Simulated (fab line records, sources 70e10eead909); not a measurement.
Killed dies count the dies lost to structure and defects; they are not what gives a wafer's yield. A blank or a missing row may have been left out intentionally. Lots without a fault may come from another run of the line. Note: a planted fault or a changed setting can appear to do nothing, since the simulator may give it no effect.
fab line records	flow nand-harc
record: lots: 24	wafers: 72	last-day: 33
route steps=1302 shown A_CONTACT@1051 A_BLC@1118
lots that met no fault: taken from a fault-free run of the same line
start-h: start of the lot's first displayed wafer, in hours after the record's first day	wait-h: hours elapsed since this lot's preceding step	" as in the row above	L1.1+2: a row that stands for several wafers	- value missing, or start not given	* or withheld: withheld	< > ~ a bound
route shown NAME@n: NAME is a module with steps in the file, n the number in the route of the first one	usual: mean/standard deviation of fault-free wafers	same: alike in all rows	chamber/n: place in a boat	sites: per-site readings	_std_site: the values' standard deviation	_edge_site: the outer-site mean with the inner-site mean subtracted	radius-mm: how far each site lies from the wafer's centre	mask NAME#n: copy n	behind: the tool/chamber that last shaped the wafer	hold: cause of the lot's hold/its duration in hours/its outcome	device: whichever transistor did not switch (one of n, p or np)	end of line: tests of these same wafers at the route's end	step lacking rows: just its recipe	killed: dies lost to structure and defects at the first sort, not the wafer's yield	map: a wafer's dies, x killed, . not, _ none there
set.NAME: setting as actually run; set.NAME@STEP: the setting as run at that earlier step	model.NAME: the simulator's own value behind a step, which no gauge read
steps of the route over a sample of lots; a table a step, a row a wafer
services: the hour from which a tool's chamber was out of use, counted from the record's first day as start-h (under 0 if before that day), plus the number of hours and why
== steps ==
step: NHARC_A_CONTACT_ETCH_128
recipe: source-w: withheld	pressure-mtorr: 20	bias-v: 3000	time-s: 197	target-depth-a: 19180	ar-flow-sccm: withheld	c4f8-flow-sccm: withheld	o2-flow-sccm: withheld	chemistry: C4F8/O2/Ar
usual: oes-air-line-au: 1.008/0.02
same: time-s: 197
lot.wafer	tool	chamber	start-h	wait-h	oes-air-line-au	rf-hours-counter-h
L074.1	har-cap-etch-02	1	502.79	0.1	1.000	85
L074.3	"	1	"	"	0.982	-
L074.5	"	1	"	"	0.981	-
L075.3	har-cap-etch-03	0	520.23	0.1	0.981	-
L075.4	"	1	"	"	0.994	-
L075.5	"	1	"	"	0.981	-
L077.2	har-cap-etch-01	1	525.39	0.1	1.005	3
L077.4	"	1	"	"	1.004	-
L077.5	"	1	"	"	1.034	-
L076.2	har-cap-etch-02	1	526.56	0.1	1.010	93
L076.3	"	0	"	"	0.987	-
L076.6	"	0	"	"	1.017	-
L078.2	har-cap-etch-01	0	537.74	0.1	1.018	6
L078.4	"	0	"	"	1.004	-
L078.6	"	1	"	"	0.992	-
L079.1	har-cap-etch-03	0	571.54	0.2	1.017	53
L079.2	"	1	"	"	1.021	53
L079.4	"	0	"	"	1.009	-
L080.4	har-cap-etch-01	1	573.32	0.1	1.041	-
L080.6	"	1	"	"	1.039	-
L080.5	"	0	"	"	1.003	-
L081.2	har-cap-etch-02	1	578.28	0.1	0.988	100
L081.1	"	0	"	"	1.006	100
L081.5	"	1	"	"	0.991	-
L082.1	har-cap-etch-03	0	601.44	0.2	1.016	59
L082.4	"	0	"	"	1.017	-
L082.5	"	1	"	"	1.053	-
L083.1	har-cap-etch-01	1	606.46	0.1	1.001	15
L083.2	"	0	"	"	1.022	15
L083.3	"	1	"	"	1.011	-
L084.1	har-cap-etch-02	0	608.11	0.2	1.027	105
L084.3	"	0	"	"	1.020	-
L084.5	"	1	"	"	0.993	-
L086.1	har-cap-etch-01	1	626.53	0.1	1.019	20
L086.3	"	0	"	"	1.003	-
L086.6	"	0	"	"	0.995	-
L085.1	har-cap-etch-03	1	635.35	0.1	1.005	65
L085.2	"	0	"	"	1.009	65
L085.5	"	0	"	"	0.995	-
L088.1	har-cap-etch-01	1	644.25	0.1	1.000	25
L088.2	"	0	"	"	1.005	25
L088.6	"	0	"	"	1.027	-
L087.4	har-cap-etch-02	0	646.27	0.2	1.016	-
L087.3	"	1	"	"	0.987	-
L087.6	"	0	"	"	1.013	-
L089.1	har-cap-etch-03	0	651.79	0.1	1.030	68
L089.3	"	1	"	"	1.026	-
L089.4	"	0	"	"	1.017	-
L090.3	har-cap-etch-01	1	653.03	0.1	1.008	-
L090.6	"	1	"	"	1.003	-
L090.5	"	0	"	"	1.034	-
L093.2	har-cap-etch-02	1	678.26	0.1	1.030	120
L093.6	"	1	"	"	0.985	-
L093.5	"	0	"	"	1.005	-
L091.1	har-cap-etch-01	1	679.63	0.2	1.000	32
L091.4	"	0	"	"	0.964	-
L091.3	"	1	"	"	0.995	-
L092.2	har-cap-etch-02	0	686.47	0.1	1.030	122
L092.3	"	1	"	"	0.998	-
L092.6	"	0	"	"	1.027	-
L094.4	har-cap-etch-01	0	702.88	0.2	0.996	-
L094.3	"	1	"	"	1.011	-
L094.6	"	1	"	"	1.025	-
L095.2	har-cap-etch-02	0	718.60	0.1	1.030	128
L095.4	"	1	"	"	1.055	-
L095.6	"	0	"	"	1.035	-
L096.4	har-cap-etch-01	1	723.46	0.1	1.032	-
L096.3	"	0	"	"	1.017	-
L096.6	"	1	"	"	1.032	-
L097.2	har-cap-etch-03	1	726.85	0.1	1.008	83
L097.3	"	0	"	"	0.987	-
L097.5	"	1	"	"	0.981	-
step: NHARC_A_CONTACT_DEP_85
recipe: target-thk-a: 600	target-thk-nm: 60	temp-c: 400	pressure-torr: 3.5	flow-sccm: 200	rf-w: 350	material: SiON
usual: heater-power-w: 752/93
lot.wafer	tool	chamber	start-h	wait-h	heater-power-w
L074.3	pecvd-02	0	507.35	0.9	704
L074.1	"	2	"	"	870
L074.5	"	1	"	"	802
L075.3	pecvd-02	0	526.12	1.0	613
L075.4	"	1	"	"	751
L075.5	"	0	"	"	597
L077.2	pecvd-03	1	529.96	1.2	615
L077.4	"	1	"	"	622
L077.5	"	2	"	"	751
L076.2	pecvd-02	1	531.10	1.2	755
L076.3	"	0	"	"	720
L076.6	"	1	"	"	749
L078.2	pecvd-03	0	542.66	1.2	680
L078.6	"	2	"	"	722
L078.4	"	1	"	"	693
L079.1	pecvd-01	2	576.66	1.5	797
L079.2	"	0	"	"	652
L079.4	"	0	"	"	652
L080.4	pecvd-02	2	577.95	0.7	731
L080.5	"	0	"	"	733
L080.6	"	1	"	"	857
L081.1	pecvd-01	0	582.85	1.4	702
L081.2	"	1	"	"	632
L081.5	"	0	"	"	689
L082.1	pecvd-02	0	606.50	1.5	720
L082.4	"	1	"	"	845
L082.5	"	2	"	"	889
L083.3	pecvd-01	1	612.15	0.9	662
L083.2	"	2	"	"	941
L083.1	"	0	"	"	654
L084.1	pecvd-03	0	612.75	1.5	646
L084.3	"	1	"	"	681
L084.5	"	0	"	"	666
L086.3	pecvd-02	1	631.38	0.9	827
L086.1	"	2	"	"	879
L086.6	"	2	"	"	873
L085.2	pecvd-02	0	641.17	1.2	654
L085.1	"	2	"	"	880
L085.5	"	2	"	"	910
L088.2	pecvd-01	2	651.05	1.2	902
L088.1	"	1	"	"	672
L088.6	"	2	"	"	911
L087.3	pecvd-01	2	654.77	1.0	871
L087.6	"	1	"	"	673
L087.4	"	2	"	"	883
L089.3	pecvd-01	0	658.27	0.9	757
L089.1	"	2	"	"	921
L089.4	"	0	"	"	744
L090.3	pecvd-01	2	659.99	0.9	870
L090.6	"	2	"	"	872
L090.5	"	0	"	"	763
L093.2	pecvd-03	1	682.86	1.2	731
L093.5	"	0	"	"	795
L093.6	"	1	"	"	752
L091.1	pecvd-03	2	684.92	1.5	713
L091.3	"	0	"	"	652
L091.4	"	0	"	"	667
L092.2	pecvd-02	0	691.08	1.2	792
L092.3	"	2	"	"	853
L092.6	"	2	"	"	828
L094.3	pecvd-01	0	711.37	0.9	771
L094.4	"	0	"	"	770
L094.6	"	2	"	"	918
L095.2	pecvd-02	2	724.77	1.2	805
L095.6	"	1	"	"	854
L095.4	"	2	"	"	794
L096.3	pecvd-01	2	728.61	0.9	895
L096.4	"	2	"	"	898
L096.6	"	1	"	"	654
L097.2	pecvd-02	2	732.89	1.2	804
L097.3	"	0	"	"	682
L097.5	"	1	"	"	870
step: NHARC_A_CONTACT_ETCH_139
recipe: source-w: withheld	pressure-mtorr: 20	bias-v: 400	time-s: 195	target-depth-a: 8400	ar-flow-sccm: withheld	c4f8-flow-sccm: 11.5	o2-flow-sccm: 7.2	chemistry: C4F8/O2/Ar
usual: oes-air-line-au: 1.001/0.021
same: time-s: 195
lot.wafer	tool	chamber	start-h	wait-h	oes-air-line-au	rf-hours-counter-h
L074.1	har-cap-etch-03	1	510.67	0.2	1.027	43
L074.3	"	0	"	"	0.995	-
L074.5	"	1	"	"	1.025	-
L075.4	har-cap-etch-01	0	529.71	0.2	0.984	-
L075.3	"	1	"	"	1.003	-
L075.5	"	0	"	"	1.003	-
L077.2	har-cap-etch-02	1	533.46	0.2	0.998	95
L077.4	"	0	"	"	0.987	-
L077.5	"	0	"	"	1.022	-
L076.2	har-cap-etch-03	0	534.57	0.2	0.994	50
L076.3	"	1	"	"	0.981	-
L076.6	"	1	"	"	1.005	-
L078.2	har-cap-etch-02	0	546.01	0.2	0.951	97
L078.4	"	0	"	"	1.013	-
L078.6	"	1	"	"	1.004	-
L079.2	har-cap-etch-03	0	580.72	0.3	1.028	55
L079.1	"	1	"	"	1.028	55
L079.4	"	0	"	"	1.026	-
L080.4	har-cap-etch-01	0	581.28	0.2	1.004	-
L080.6	"	0	"	"	1.011	-
L080.5	"	1	"	"	1.001	-
L081.2	har-cap-etch-02	0	586.81	0.3	0.968	102
L081.1	"	1	"	"	0.996	102
L081.5	"	0	"	"	0.986	-
L082.1	har-cap-etch-03	1	609.71	0.2	1.029	61
L082.4	"	1	"	"	1.012	-
L082.5	"	1	"	"	1.007	-
L083.2	har-cap-etch-02	0	615.32	0.2	1.038	107
L083.1	"	1	"	"	1.001	107
L083.3	"	1	"	"	1.007	-
L084.1	har-cap-etch-03	1	616.02	0.2	0.997	62
L084.3	"	1	"	"	0.985	-
L084.5	"	1	"	"	1.016	-
L086.1	har-cap-etch-01	0	634.76	0.2	1.034	22
L086.3	"	0	"	"	1.038	-
L086.6	"	1	"	"	0.981	-
L085.1	har-cap-etch-03	1	644.37	0.2	0.989	68
L085.2	"	0	"	"	0.995	68
L085.5	"	0	"	"	0.999	-
L088.1	har-cap-etch-02	1	654.38	0.2	0.994	117
L088.2	"	0	"	"	1.027	117
L088.6	"	0	"	"	1.016	-
L087.3	har-cap-etch-03	0	658.26	0.3	0.988	-
L087.4	"	1	"	"	0.998	-
L087.6	"	0	"	"	0.959	-
L089.1	har-cap-etch-01	1	661.57	0.2	0.977	29
L089.4	"	1	"	"	0.980	-
L089.3	"	0	"	"	1.005	-
L090.3	har-cap-etch-03	0	663.96	0.3	1.008	-
L090.5	"	1	"	"	0.993	-
L090.6	"	0	"	"	1.014	-
L093.2	har-cap-etch-03	0	686.63	0.3	1.005	76
L093.6	"	1	"	"	1.032	-
L093.5	"	0	"	"	0.971	-
L091.1	har-cap-etch-01	1	688.29	0.2	0.997	34
L091.3	"	0	"	"	0.963	-
L091.4	"	1	"	"	0.993	-
L092.2	har-cap-etch-02	1	694.32	0.2	0.994	125
L092.3	"	1	"	"	0.969	-
L092.6	"	0	"	"	1.007	-
L094.4	har-cap-etch-01	0	715.13	0.2	0.966	-
L094.3	"	1	"	"	0.962	-
L094.6	"	1	"	"	0.990	-
L095.2	har-cap-etch-02	0	728.37	0.2	1.031	130
L095.4	"	1	"	"	1.010	-
L095.6	"	1	"	"	0.979	-
L096.3	har-cap-etch-01	1	732.25	0.2	1.002	-
L096.4	"	0	"	"	1.022	-
L096.6	"	1	"	"	1.006	-
L097.2	har-cap-etch-03	0	736.08	0.2	1.030	86
L097.3	"	1	"	"	1.012	-
L097.5	"	0	"	"	1.009	-
step: NHARC_A_CONTACT_CD_MEAS_15
usual: cd-nm: 190.0/0.63
lot.wafer	tool	chamber	start-h	wait-h	cd-nm
L074.1	cd-sem-01	-	511.44	-	190.1
L074.3	"	-	"	"	189.0
L074.5	"	-	"	"	189.8
L075.3	cd-sem-01	-	530.40	-	190.8
L075.4	"	-	"	"	190.3
L075.5	"	-	"	"	190.3
L077.2	cd-sem-03	-	534.20	-	188.7
L077.4	"	-	"	"	188.7
L077.5	"	-	"	"	188.6
L076.2	cd-sem-03	-	535.30	-	189.6
L076.3	"	-	"	"	189.7
L076.6	"	-	"	"	189.7
L078.2	cd-sem-03	-	546.74	-	190.0
L078.4	"	-	"	"	189.5
L078.6	"	-	"	"	188.9
L079.1	cd-sem-03	-	581.62	-	190.1
L079.2	"	-	"	"	190.2
L079.4	"	-	"	"	190.0
L080.4	cd-sem-01	-	582.01	-	190.5
L080.5	"	-	"	"	190.2
L080.6	"	-	"	"	190.7
L081.1	cd-sem-01	-	587.71	-	190.6
L081.2	"	-	"	"	190.2
L081.5	"	-	"	"	189.9
L082.1	cd-sem-02	-	610.44	-	189.9
L082.4	"	-	"	"	189.7
L082.5	"	-	"	"	190.0
L083.1	cd-sem-03	-	616.10	-	190.1
L083.2	"	-	"	"	190.3
L083.3	"	-	"	"	189.4
L084.1	cd-sem-02	-	617.26	-	188.9
L084.3	"	-	"	"	189.4
L084.5	"	-	"	"	189.6
L086.1	cd-sem-03	-	635.49	-	189.1
L086.3	"	-	"	"	188.7
L086.6	"	-	"	"	189.2
L085.1	cd-sem-03	-	645.14	-	191.3
L085.2	"	-	"	"	191.0
L085.5	"	-	"	"	190.7
L088.1	cd-sem-02	-	655.20	-	189.6
L088.2	"	-	"	"	189.8
L088.6	"	-	"	"	189.2
L087.3	cd-sem-02	-	659.03	-	190.3
L087.4	"	-	"	"	190.1
L087.6	"	-	"	"	190.4
L089.1	cd-sem-02	-	662.35	-	190.0
L089.3	"	-	"	"	190.1
L089.4	"	-	"	"	189.9
L090.3	cd-sem-01	-	664.65	-	190.1
L090.5	"	-	"	"	189.9
L090.6	"	-	"	"	189.9
L093.2	cd-sem-03	-	687.45	-	189.7
L093.5	"	-	"	"	189.2
L093.6	"	-	"	"	190.4
L091.1	cd-sem-02	-	689.02	-	190.5
L091.3	"	-	"	"	190.4
L091.4	"	-	"	"	190.5
L092.2	cd-sem-02	-	695.06	-	190.2
L092.3	"	-	"	"	190.0
L092.6	"	-	"	"	190.2
L094.3	cd-sem-02	-	715.83	-	191.0
L094.4	"	-	"	"	191.1
L094.6	"	-	"	"	190.8
L095.2	cd-sem-03	-	729.62	-	189.8
L095.4	"	-	"	"	189.8
L095.6	"	-	"	"	189.6
L096.3	cd-sem-03	-	732.94	-	190.7
L096.4	"	-	"	"	190.8
L096.6	"	-	"	"	190.5
L097.2	cd-sem-03	-	736.84	-	190.9
L097.3	"	-	"	"	190.7
L097.5	"	-	"	"	190.7
step: NHARC_A_CONTACT_STRIP_26
recipe: o2-flow-sccm: 500	ar-flow-sccm: 0	bias-w: 0	chemistry: O2
usual: drypump-motor-current-A: 5.7/0.44	oes-product-au: 1.000/0.0078	rf-vpp-V: 57.6/0.88	showerhead-plenum-p-Torr: 3.49/0.15	throttle-valve-pct: 17.037/0.0099
lot.wafer	tool	chamber	start-h	wait-h	drypump-motor-current-A	oes-product-au	rf-hours-counter-h	rf-vpp-V	showerhead-plenum-p-Torr	throttle-valve-pct
L074.1	rie-diel-03	2	-	-	6.2	1.004	7	57.4	3.54	17.027
L074.3	"	3	"	"	6.0	0.999	6	58.5	3.40	17.030
L074.5	"	2	"	"	6.3	1.003	-	56.8	3.54	17.041
L075.4	rie-diel-03	1	-	-	5.4	1.012	10	56.3	3.67	17.052
L075.3	"	2	"	"	6.3	1.007	11	57.6	3.54	17.025
L075.5	"	1	"	"	5.4	1.005	-	58.1	3.67	17.041
L077.2	rie-diel-03	3	-	-	5.9	0.993	10	57.3	3.40	17.030
L077.4	"	1	"	"	5.4	0.994	12	57.9	3.67	17.029
L077.5	"	3	"	"	5.9	1.004	-	57.4	3.40	17.032
L076.3	rie-diel-03	3	-	-	5.9	0.996	10	58.3	3.40	17.048
L076.2	"	1	"	"	5.4	1.008	12	57.5	3.67	17.029
L076.6	"	3	"	"	5.9	0.999	-	57.2	3.40	17.040
L078.4	rie-diel-03	0	-	-	5.3	0.995	11	55.5	3.28	17.033
L078.2	"	1	"	"	5.4	1.003	13	58.7	3.67	17.022
L078.6	"	3	"	"	5.9	0.985	-	56.3	3.40	17.042
L079.4	rie-diel-05	2	-	-	5.1	0.999	58	58.0	3.39	17.053
L079.1	"	3	"	"	5.3	0.989	56	59.1	3.47	17.033
L079.2	"	0	"	"	5.4	1.006	59	58.2	3.45	17.039
L080.6	rie-diel-03	0	-	-	5.3	0.993	-	56.7	3.27	17.054
L080.5	"	2	"	"	6.3	1.005	-	58.9	3.54	17.023
L080.4	"	3	"	"	5.9	0.995	-	57.5	3.40	17.036
L081.2	rie-diel-03	0	-	-	5.3	0.992	19	57.6	3.27	17.016
L081.1	"	2	"	"	6.3	1.014	20	57.6	3.54	17.036
L081.5	"	0	"	"	5.3	0.998	-	57.1	3.27	17.031
L082.1	rie-diel-05	0	-	-	5.4	1.002	4	57.0	3.45	17.044
L082.4	"	3	"	"	5.2	1.003	4	57.6	3.47	17.037
L082.5	"	0	"	"	5.4	1.000	-	57.8	3.45	17.035
L083.1	rie-diel-03	2	-	-	6.3	1.012	24	57.8	3.53	17.038
L083.3	"	0	"	"	5.3	1.000	24	57.3	3.27	17.043
L083.2	"	1	"	"	5.4	1.019	23	58.2	3.66	17.036
L084.1	rie-diel-03	1	-	-	5.4	1.000	23	57.2	3.66	17.049
L084.3	"	0	"	"	5.3	1.008	24	56.1	3.27	17.026
L084.5	"	2	"	"	6.3	1.012	-	57.6	3.53	17.032
L086.1	rie-diel-13	2	-	-	5.2	0.982	42	58.5	3.41	17.042
L086.3	"	3	"	"	5.2	0.995	41	58.8	3.35	17.020
L086.6	"	1	"	"	5.3	0.985	-	58.1	3.69	17.042
L085.1	rie-diel-03	3	-	-	5.9	1.013	0	57.1	3.39	17.047
L085.2	"	0	"	"	5.3	1.001	0	58.3	3.81	17.035
L085.5	"	2	"	"	6.3	1.011	-	58.6	3.53	17.041
L088.1	rie-diel-13	2	-	-	5.2	0.987	49	56.3	3.41	17.031
L088.2	"	0	"	"	6.4	0.987	49	57.2	3.38	17.042
L088.6	"	2	"	"	5.2	0.980	-	57.5	3.41	17.027
L087.3	rie-diel-13	3	-	-	5.2	0.990	48	56.2	3.35	17.018
L087.4	"	0	"	"	6.4	1.003	49	58.3	3.38	17.031
L087.6	"	3	"	"	5.2	0.992	-	58.0	3.35	17.024
L089.3	rie-diel-13	3	-	-	5.2	0.993	49	58.6	3.35	17.040
L089.1	"	1	"	"	5.3	0.997	52	57.7	3.69	17.048
L089.4	"	2	"	"	5.3	0.989	51	56.6	3.41	17.035
L090.3	rie-diel-03	1	-	-	5.4	1.005	5	58.7	3.66	17.033
L090.5	"	1	"	"	5.4	0.999	-	57.4	3.66	17.035
L090.6	"	2	"	"	6.3	1.003	-	57.6	3.53	17.035
L093.2	rie-diel-03	3	-	-	5.9	1.011	8	58.0	3.39	17.035
L093.5	"	2	"	"	6.3	1.002	-	58.3	3.53	17.046
L093.6	"	3	"	"	5.9	1.011	-	57.7	3.39	17.051
L091.3	rie-diel-13	2	-	-	5.3	0.999	60	58.6	3.40	17.032
L091.1	"	3	"	"	5.2	0.998	57	58.6	3.34	17.039
L091.4	"	0	"	"	6.4	0.997	57	57.6	3.38	17.043
L092.3	rie-diel-03	3	-	-	5.9	1.003	10	57.7	3.39	17.034
L092.2	"	2	"	"	6.3	0.993	11	56.6	3.53	17.046
L092.6	"	0	"	"	5.3	0.988	-	58.1	3.80	17.038
L094.4	rie-diel-13	3	-	-	5.3	0.999	4	56.4	3.34	17.031
L094.3	"	1	"	"	5.3	0.997	4	57.8	3.68	17.033
L094.6	"	3	"	"	5.2	0.993	-	56.4	3.34	17.033
L095.2	rie-diel-05	3	-	-	5.2	0.994	47	59.4	3.45	17.038
L095.4	"	1	"	"	5.4	1.013	37	58.4	3.35	17.040
L095.6	"	3	"	"	5.2	0.994	-	56.4	3.45	17.022
L096.3	rie-diel-03	0	-	-	5.3	1.001	19	57.8	3.80	17.036
L096.6	"	2	"	"	6.3	1.001	-	58.5	3.52	17.041
L096.4	"	0	"	"	5.3	0.996	-	58.2	3.80	17.048
L097.2	rie-diel-03	2	-	-	6.3	0.989	20	57.9	3.52	17.033
L097.3	"	0	"	"	5.3	0.992	20	59.5	3.80	17.040
L097.5	"	0	"	"	5.3	0.989	-	56.4	3.80	17.043
step: NHARC_A_BLC_OVL_MEAS_11
usual: overlay-x-nm: 0.1/0.8	overlay-y-nm: 0.0/0.69
lot.wafer	tool	chamber	start-h	wait-h	overlay-x-nm	overlay-y-nm
L074.1	overlay-02	-	514.46	-	1.0	0.6
L074.3	"	-	"	"	0.9	0.7
L074.5	"	-	"	"	0.9	0.3
L075.3	overlay-02	-	533.58	-	1.4	-0.2
L075.4	"	-	"	"	0.7	0.9
L075.5	"	-	"	"	1.4	0.4
L077.2	overlay-02	-	537.15	-	0.3	-0.1
L077.4	"	-	"	"	0.1	0.2
L077.5	"	-	"	"	-0.3	0.2
L076.2	overlay-01	-	538.26	-	0.0	0.4
L076.3	"	-	"	"	-0.1	0.1
L076.6	"	-	"	"	-0.3	-0.1
L078.2	overlay-02	-	549.92	-	0.0	-0.3
L078.4	"	-	"	"	-0.3	0.0
L078.6	"	-	"	"	-0.3	-0.4
L079.1	overlay-02	-	584.52	-	1.6	-1.6
L079.2	"	-	"	"	1.1	-1.6
L079.4	"	-	"	"	1.2	-1.2
L080.4	overlay-01	-	585.16	-	-0.5	-0.6
L080.5	"	-	"	"	0.0	-0.5
L080.6	"	-	"	"	0.0	-0.4
L081.1	overlay-02	-	590.72	-	-0.4	0.6
L081.2	"	-	"	"	-0.4	0.1
L081.5	"	-	"	"	-0.2	-0.2
L082.1	overlay-02	-	613.34	-	1.3	-0.6
L082.4	"	-	"	"	1.5	-1.1
L082.5	"	-	"	"	1.0	0.3
L083.1	overlay-02	-	619.24	-	-0.3	0.3
L083.2	"	-	"	"	-0.6	0.1
L083.3	"	-	"	"	-0.8	0.9
L084.1	overlay-01	-	620.29	-	-1.3	-0.2
L084.3	"	-	"	"	-1.2	-0.5
L084.5	"	-	"	"	-0.7	0.3
L086.1	overlay-01	-	638.55	-	-0.4	-0.8
L086.3	"	-	"	"	0.3	-0.2
L086.6	"	-	"	"	0.1	-1.0
L085.1	overlay-01	-	648.82	-	-0.1	2.0
L085.2	"	-	"	"	-0.2	0.9
L085.5	"	-	"	"	0.4	1.8
L088.1	overlay-01	-	658.14	-	-1.2	0.3
L088.2	"	-	"	"	-0.5	0.0
L088.6	"	-	"	"	-0.4	0.4
L087.3	overlay-02	-	661.91	-	-0.2	0.1
L087.4	"	-	"	"	0.0	0.3
L087.6	"	-	"	"	0.0	0.4
L089.1	overlay-02	-	665.25	-	0.1	1.1
L089.3	"	-	"	"	-0.3	0.8
L089.4	"	-	"	"	-0.2	-0.2
L090.3	overlay-02	-	667.66	-	1.0	0.3
L090.5	"	-	"	"	1.0	0.1
L090.6	"	-	"	"	1.2	0.4
L093.2	overlay-02	-	690.48	-	2.0	0.9
L093.5	"	-	"	"	1.9	1.1
L093.6	"	-	"	"	1.8	0.9
L091.1	overlay-01	-	692.06	-	-0.6	-1.2
L091.3	"	-	"	"	-0.4	-0.4
L091.4	"	-	"	"	-0.4	-0.4
L092.2	overlay-02	-	698.18	-	-0.5	0.1
L092.3	"	-	"	"	-0.4	0.0
L092.6	"	-	"	"	-0.6	0.4
L094.3	overlay-01	-	718.84	-	0.5	-0.4
L094.4	"	-	"	"	0.0	-0.2
L094.6	"	-	"	"	0.2	-0.3
L095.2	overlay-01	-	732.70	-	-0.9	-0.1
L095.4	"	-	"	"	-0.4	-0.7
L095.6	"	-	"	"	-0.6	-0.5
L096.3	overlay-01	-	736.05	-	-0.9	0.6
L096.4	"	-	"	"	-0.5	0.7
L096.6	"	-	"	"	0.0	0.7
L097.2	overlay-01	-	739.83	-	0.1	-1.2
L097.3	"	-	"	"	0.6	-0.8
L097.5	"	-	"	"	0.1	-1.0
== services ==
tool	chamber	start-h	hours	kind
pecvd-03	-	483.43	2.3	repair
pecvd-01	-	492.30	13.0	pm
har-cap-etch-01	-	497.00	17.0	pm
har-cap-etch-01	0	497.00	17.0	vent-cycle
rie-diel-13	-	520.02	9.0	pm
pecvd-02	2	523.95	18.8	repair
pecvd-03	-	547.00	13.0	pm
rie-diel-03	2	570.50	5.3	repair
rie-diel-03	1	580.94	8.3	repair
rie-diel-05	-	583.60	9.0	pm
pecvd-02	-	589.44	13.0	pm
har-cap-etch-01	-	637.73	1.1	repair
rie-diel-13	0	652.35	1.4	repair
pecvd-01	-	657.51	0.2	repair
pecvd-01	-	673.30	13.0	pm
rie-diel-13	1	674.59	5.0	repair
rie-diel-05	2	678.13	1.2	repair
rie-diel-03	1	695.26	15.9	repair
rie-diel-13	-	697.02	9.0	pm
pecvd-01	-	701.63	0.7	repair
rie-diel-03	3	722.19	18.0	repair
pecvd-03	-	724.57	2.1	repair
pecvd-03	-	728.00	13.0	pm
rie-diel-13	2	735.85	6.5	repair
== key ==
fault none
